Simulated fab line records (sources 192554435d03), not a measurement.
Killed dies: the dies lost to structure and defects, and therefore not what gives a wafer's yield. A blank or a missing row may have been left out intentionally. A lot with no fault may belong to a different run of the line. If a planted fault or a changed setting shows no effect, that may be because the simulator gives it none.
A lot that was struck, set against a sound lot    flow n5_finfet    31 steps out of a route of 1938
Sound: these wafers, L353.1, L353.3, L353.5. The struck wafers were L361.1, L361.3, L361.4. At the end, the cause is stated.
Order at every step that has rows: each side's tool, ch and its chambers, its first start. Under that, the readings that differ: sound wafers    struck wafers    difference of the means    sigmas: that difference in standard deviations of wafers without a fault.
alike: words and numbers the same on both sides, and readings whose means are apart by under 2 such deviations; not compared: readings that were withheld, readings missing a value for some wafer, numbers with overlapping values and no deviation given by the record, and bounds like >300 which may hide the same value.
The two part at a step that has a row with sigmas, a row that says differs or no value, or rows on one side only. Numbers that have no deviation but don't overlap get no sigmas and don't part them. Lack of a reading on every wafer of one side parts them only where that side has two or more wafers.

first, 11 steps without rows for these wafers: N5_HKMG_FIN_DESCUM_53 (chemistry O2, time 7.9 s); N5_HKMG_FIN_ETCH_54 (etches SiARC in CF4, target depth 45.5 nm, time 75.8 s); N5_HKMG_FIN_ETCH_55 (etches SOC in N2/H2, target depth 240 nm, time 300 s); N5_HKMG_FIN_STRIP_56 (strips in N2/H2); N5_HKMG_FIN_STRIP_57 (strips in CF4); N5_HKMG_FIN_ETCH_58 (etches SOC in N2/H2, target depth 215.8 nm, time 741 s); N5_HKMG_FIN_STRIP_93 (strips SOC in N2/H2, time 20 s); N5_HKMG_FIN_WET_ETCH_76 (etches Al2O3 in dNH4OH, stops on La2O3, target depth 2.25 nm, rinse time 30 s); N5_HKMG_FIN_STRIP_60 (strips in N2/H2, time 360 s); N5_HKMG_FIN_WET_ETCH_77 (etches La2O3 in dHCl, stops on HfO2, target depth 2 nm); N5_HKMG_FIN_WET_ETCH_78 (etches Al2O3 in dNH4OH, stops on La2O3, target depth 4.5 nm, rinse time 30 s).
N5_HKMG_FIN_ALD_79: deposits TiN, target thk 1.5 nm, pulse time 1 s, purge time 3 s.
  sound on ald_metal-03 ch 0,1,3, day 6 04:58; struck on ald_metal-03 ch 0,1,3, day 8 08:14
  alike: heater_power_w, precursor_pulse_height_rel
then, 16 steps without rows for these wafers: N5_HKMG_FIN_CVD_62 (deposits a-Si from Si2H6, target thk 3 nm, time 20.8 s); N5_HKMG_FIN_RTA_80 (time 2 s); N5_HKMG_FIN_PRECLEAN_64 (cleans in dHF, time 30 s); N5_HKMG_FIN_WET_ETCH_65 (etches a-Si in TMAH, stops on TiN, time 49 s, target depth 3 nm); N5_HKMG_FIN_WET_ETCH_81 (etches TiN in SC1, stops on HfO2, time 57 s, target depth 6 nm); N5_HKMG_FIN_WET_ETCH_82 (etches La2O3 in dHCl, stops on HfO2, target depth 2 nm, rinse time 30 s); N5_HKMG_FIN_ALD_36 (deposits TiN, target thk 1 nm, pulse time 1 s, purge time 3 s); N5_HKMG_FIN_PWFM_ALD_03 (deposits TiN, target thk 2 nm, pulse time 1 s, purge time 3 s); N5_HKMG_FIN_COAT_29 (time 60 s, resist thk 300 nm); N5_HKMG_FIN_COAT_30 (time 60 s, resist thk 35 nm); N5_HKMG_FIN_COAT_06 (resist thk 90 nm); N5_HKMG_FIN_EBR_08; N5_HKMG_FIN_SOFTBAKE_07 (time 60 s); N5_HKMG_FIN_EXPOSE_09 (exposes mask NWFM); N5_HKMG_FIN_PEB_10 (peb time 60 s); N5_HKMG_FIN_DEVELOP_11 (develop time 30 s).
N5_HKMG_FIN_INSPECT_14: inspects for defects (macro).
  sound: defect_inspect-01 at day 6 06:56; struck: defect_inspect-02 at day 8 10:11
reading           sound  struck          difference  sigmas
raw_defect_count  1 0 1  >300 >300 >300  differs     
then, 1 step without rows for these wafers: N5_HKMG_FIN_DESCUM_17 (chemistry O2, time 7.9 s).
-- the record jumps here: 8 days lie between the struck wafers' starts before and after (it left off in module HKMG_FIN and takes up again in module PASSIVATION, whose first step shown is number 1936 of the route) --
N5_PASSIVATION_PROBE_49:
  rows exist in the record for the struck wafers here (prober-01, day 16 20:37), but not for the sound ones

## WHERE THEY PART
Last at N5_PASSIVATION_PROBE_49 as far as this record goes, first at N5_HKMG_FIN_INSPECT_14.

WHY: what had been put in by the simulator
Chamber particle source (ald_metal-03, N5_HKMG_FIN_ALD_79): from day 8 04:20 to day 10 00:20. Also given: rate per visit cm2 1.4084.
